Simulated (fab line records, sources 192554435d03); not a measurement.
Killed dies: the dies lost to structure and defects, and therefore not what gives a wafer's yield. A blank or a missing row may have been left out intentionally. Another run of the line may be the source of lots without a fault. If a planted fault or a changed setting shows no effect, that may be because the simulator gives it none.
Split-lot experiment / flow n5 finfet / 21 wafers read from 7 lots, route of 1938 steps

## ON THE SPLIT
At N5_FIN_SAQP_PECVD_06 (deposits a-Si from SiH4/He, target thk 60 nm, time 48.1 s), the setting time s was moved away from the recipe's 48.1 s on 4 of the 21 wafers read, by -7.5% to +11.5%. For the rest of the wafers, this setting stayed at what the recipe calls for.

## FROM THE SPLIT TO THE READING: what the file shows between them, 8 steps
- N5_FIN_SAQP_THK_MEAS_07
- N5_FIN_SAQP_HM_DEP_72: deposits SiO2 from SiH4/N2O, target thk 12 nm, time 7.2 s (also split here: time s)
- N5_FIN_SAQP_COAT_49: time 60 s, resist thk 100 nm
- N5_FIN_SAQP_COAT_50: time 60 s, resist thk 35 nm
- N5_FIN_SAQP_ETCH_52: etches SOC in N2/H2, target depth 100 nm, overetch 20 nm, time 150 s
- N5_FIN_SAQP_STRIP_53: strips in N2/H2
- N5_FIN_SAQP_HM_OPEN_73: chemistry CHF3/O2, target SiO2, stops on a-Si, target depth 12 nm, time 16.8 s
- N5_FIN_SAQP_STRIP_74: strips in CHF3/O2

## THE READING
oes product au, in a.u., at N5_FIN_SAQP_MANDREL_ETCH_22 (etches a-Si in HBr/Cl2, stops on SiNx, target depth 60 nm, bt time 10 s, time 30 s). On this fab line, fault-free wafers typically give 0.766 a.u. with a standard deviation of 0.015 a.u.

wafer=L078.3; tool, chamber at the split=pecvd-03, 1; time s as run, s=48.1; against the recipe=recipe; oes product au, a.u.=0.769; against lot-mates on the recipe=-
wafer=L078.4; tool, chamber at the split=pecvd-03, 2; time s as run, s=48.1; against the recipe=recipe; oes product au, a.u.=0.774; against lot-mates on the recipe=-
wafer=L078.5; tool, chamber at the split=pecvd-03, 1; time s as run, s=48.1; against the recipe=recipe; oes product au, a.u.=0.774; against lot-mates on the recipe=-
wafer=L079.1; tool, chamber at the split=pecvd-03, 1; time s as run, s=48.1; against the recipe=recipe; oes product au, a.u.=0.734; against lot-mates on the recipe=-
wafer=L079.4; tool, chamber at the split=pecvd-03, 2; time s as run, s=48.1; against the recipe=recipe; oes product au, a.u.=0.743; against lot-mates on the recipe=-
wafer=L079.6; tool, chamber at the split=pecvd-03, 0; time s as run, s=48.1; against the recipe=recipe; oes product au, a.u.=0.776; against lot-mates on the recipe=-
wafer=L082.2; tool, chamber at the split=pecvd-03, 1; time s as run, s=48.1; against the recipe=recipe; oes product au, a.u.=0.767; against lot-mates on the recipe=-
wafer=L082.3; tool, chamber at the split=pecvd-03, 0; time s as run, s=48.1; against the recipe=recipe; oes product au, a.u.=0.761; against lot-mates on the recipe=-
wafer=L082.6; tool, chamber at the split=pecvd-03, 2; time s as run, s=53.64; against the recipe=+11.5%; oes product au, a.u.=0.848; against lot-mates on the recipe=+0.084
wafer=L084.2; tool, chamber at the split=pecvd-01, 1; time s as run, s=44.5; against the recipe=-7.5%; oes product au, a.u.=0.721; against lot-mates on the recipe=-0.062
wafer=L084.3; tool, chamber at the split=pecvd-01, 2; time s as run, s=44.5; against the recipe=-7.5%; oes product au, a.u.=0.727; against lot-mates on the recipe=-0.056
wafer=L084.5; tool, chamber at the split=pecvd-01, 0; time s as run, s=48.1; against the recipe=recipe; oes product au, a.u.=0.783; against lot-mates on the recipe=-
wafer=L085.2; tool, chamber at the split=pecvd-02, 0; time s as run, s=48.1; against the recipe=recipe; oes product au, a.u.=0.765; against lot-mates on the recipe=-
wafer=L085.3; tool, chamber at the split=pecvd-02, 2; time s as run, s=48.1; against the recipe=recipe; oes product au, a.u.=0.793; against lot-mates on the recipe=-
wafer=L085.6; tool, chamber at the split=pecvd-02, 1; time s as run, s=48.1; against the recipe=recipe; oes product au, a.u.=0.769; against lot-mates on the recipe=-
wafer=L090.1; tool, chamber at the split=pecvd-02, 1; time s as run, s=48.1; against the recipe=recipe; oes product au, a.u.=0.770; against lot-mates on the recipe=-
wafer=L090.2; tool, chamber at the split=pecvd-02, 2; time s as run, s=48.1; against the recipe=recipe; oes product au, a.u.=0.783; against lot-mates on the recipe=-
wafer=L090.4; tool, chamber at the split=pecvd-02, 0; time s as run, s=45.08; against the recipe=-6.3%; oes product au, a.u.=0.749; against lot-mates on the recipe=-0.027
wafer=L092.2; tool, chamber at the split=pecvd-01, 2; time s as run, s=48.1; against the recipe=recipe; oes product au, a.u.=0.758; against lot-mates on the recipe=-
wafer=L092.5; tool, chamber at the split=pecvd-01, 0; time s as run, s=48.1; against the recipe=recipe; oes product au, a.u.=0.777; against lot-mates on the recipe=-
wafer=L092.6; tool, chamber at the split=pecvd-01, 1; time s as run, s=48.1; against the recipe=recipe; oes product au, a.u.=0.752; against lot-mates on the recipe=-

FIT RESULTS
A straight line over all 21 wafers: oes product au changes by +0.00602 a.u. for each +1% of time s; r = +0.85; the points scatter about the line by 0.014 a.u.
The same after taking each lot's own level away (the mean of its wafers on the recipe; 21 wafers): +0.00713 a.u. for each +1%; r = +0.93; scatter 0.011 a.u.
That fit puts the effect of the largest move of time s on the reading at 0.082 a.u.
The span of the lots' own levels, 0.7510 to 0.7830 a.u., comes to 2.1 times the standard deviation stated above.
In other words, the slope is changed by the lot-to-lot level; the two fits disagree.
Check: +0.0807 a.u. against its lot-mates is what the line predicts for one of the wafers moved furthest among these (+11.5%) when that wafer is left out of the fit. Against them it came out at +0.084 a.u.

## OTHER SPLITS ON THESE WAFERS
Before the reading, these wafers also passed through other splits. Each is held against what the fit with the lots' levels taken away leaves over:
other split on the same wafers=N5_ZERO_LAYER_PECVD_02 time s; wafers away from the commonest value=7; r with oes product au (lot level and that fit taken away)=-0.05
other split on the same wafers=N5_ZERO_LAYER_COAT_05 spin rpm; wafers away from the commonest value=7; r with oes product au (lot level and that fit taken away)=-0.21
other split on the same wafers=N5_FIN_SAQP_HM_DEP_72 time s; wafers away from the commonest value=8; r with oes product au (lot level and that fit taken away)=-0.02

## THE WHOLE CHAIN: every reading that the file lists as answering this split, in the file's order
step=N5_FIN_SAQP_PECVD_06; what it does=deposits a-Si from SiH4/He, target thk 60 nm, time 48.1 s; reading=a-Si_of_FIN_SAQP_PECVD_06.thk nm (the simulator's own value, which no gauge read); change (the file's fit)=+0.726 nm for each +1% of the setting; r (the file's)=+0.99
step=N5_FIN_SAQP_THK_MEAS_07; what it does=; reading=thk nm; change (the file's fit)=withheld for each +1% of the setting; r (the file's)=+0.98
step=N5_FIN_SAQP_MANDREL_ETCH_22; what it does=etches a-Si in HBr/Cl2, stops on SiNx, target depth 60 nm, bt time 10 s, time 30 s; reading=oes product au; change (the file's fit)=+0.00691 a.u. for each +1% of the setting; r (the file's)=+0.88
step=N5_FIN_SAQP_MANDREL_ETCH_22; what it does=etches a-Si in HBr/Cl2, stops on SiNx, target depth 60 nm, bt time 10 s, time 30 s; reading=etch.depth nm (the simulator's own value, which no gauge read); change (the file's fit)=+0.727 nm for each +1% of the setting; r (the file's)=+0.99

## THE FILE'S OWN FIT
oes product au changes by +0.00691 a.u. for each +1% of time s, r = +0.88.
